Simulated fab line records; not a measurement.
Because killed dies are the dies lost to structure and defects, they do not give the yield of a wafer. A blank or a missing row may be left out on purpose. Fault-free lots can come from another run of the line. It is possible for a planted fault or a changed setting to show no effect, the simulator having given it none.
Tool commonality check | flow nandHarc | 1 lot, 3 wafers sampled

WHY IT WAS OPENED
At NHARC_END_SORT_01 the reading killedAtPeriphery is flagged on 1 of 1 lot. Fault-free wafers read 3.7, with a standard deviation of 2.9.
Rule: flag the lot when none of its wafers has a number, or when each of its wafers that has one lies beyond 4 standard deviations from that mean. The rest of the lots are taken to be sound.

lot  | measured     | on        | killedAtPeriphery, wafer by wafer | flag
L697 | day 30 21:21 | prober-01 | 609 630 615                       | FLAGGED
Averaged over the flagged lots the numbers come to 618.0, +614.3 from the usual (+99 or more standard deviations).

LOT BY LOT: THE TOOL USED
The record holds 2 process steps before the reading, out of a route of 1302 steps. Cell contents, in order: the tool; ch with the chambers the sampled wafers went through; the start.
lot  | flag    | NHARC_P_ZERO_WELL_DESCUM_39      | NHARC_P_ZERO_WELL_EXPOSE_49
L697 | FLAGGED | rieDiel-13 ch 0,1,3, day 7 10:53 | krfScanner-04 ch 0, day 7 12:13
These steps, and what they do:
- NHARC_P_ZERO_WELL_DESCUM_39: chemistry O2, time 3 s.
- NHARC_P_ZERO_WELL_EXPOSE_49: exposes mask P HVPW, target cd 2000 nm.
- NHARC_END_SORT_01

FLAGGED AGAINST TOTAL, ONE TOOL AT A TIME (gauges that did the reading follow at the end)
step                        | tool          | lots run | flagged | share of the flagged lots | sound lots run after its first flagged lot
NHARC_P_ZERO_WELL_DESCUM_39 | rieDiel-13    | 1        | 1       | all                       | 0
NHARC_P_ZERO_WELL_EXPOSE_49 | krfScanner-04 | 1        | 1       | all                       | 0
NHARC_END_SORT_01           | prober-01     | 1        | 1       | all                       | 0

THE TABLE: WHAT IT ALLOWS
In the table, 3 rows ran each flagged lot (rieDiel-13 at NHARC_P_ZERO_WELL_DESCUM_39; krfScanner-04 at NHARC_P_ZERO_WELL_EXPOSE_49; prober-01 at NHARC_END_SORT_01).
- rieDiel-13 at NHARC_P_ZERO_WELL_DESCUM_39: 1 of its 1 lot flagged. Because this sample shows no sound lot run on it before its first flagged lot, the start cannot be pinned down more closely.
- krfScanner-04 at NHARC_P_ZERO_WELL_EXPOSE_49: 1 of its 1 lot flagged. Because this sample shows no sound lot run on it before its first flagged lot, the start cannot be pinned down more closely.
- prober-01 at NHARC_END_SORT_01: 1 of its 1 lot flagged. Because this sample shows no sound lot run on it before its first flagged lot, the start cannot be pinned down more closely.
A lot count leaves these 3 tools indistinguishable: every one of them fits a fault beginning at some hour. More lots, or a look at what each step does to the wafer, might.

WHAT WAS PUT IN BY THE SIMULATOR
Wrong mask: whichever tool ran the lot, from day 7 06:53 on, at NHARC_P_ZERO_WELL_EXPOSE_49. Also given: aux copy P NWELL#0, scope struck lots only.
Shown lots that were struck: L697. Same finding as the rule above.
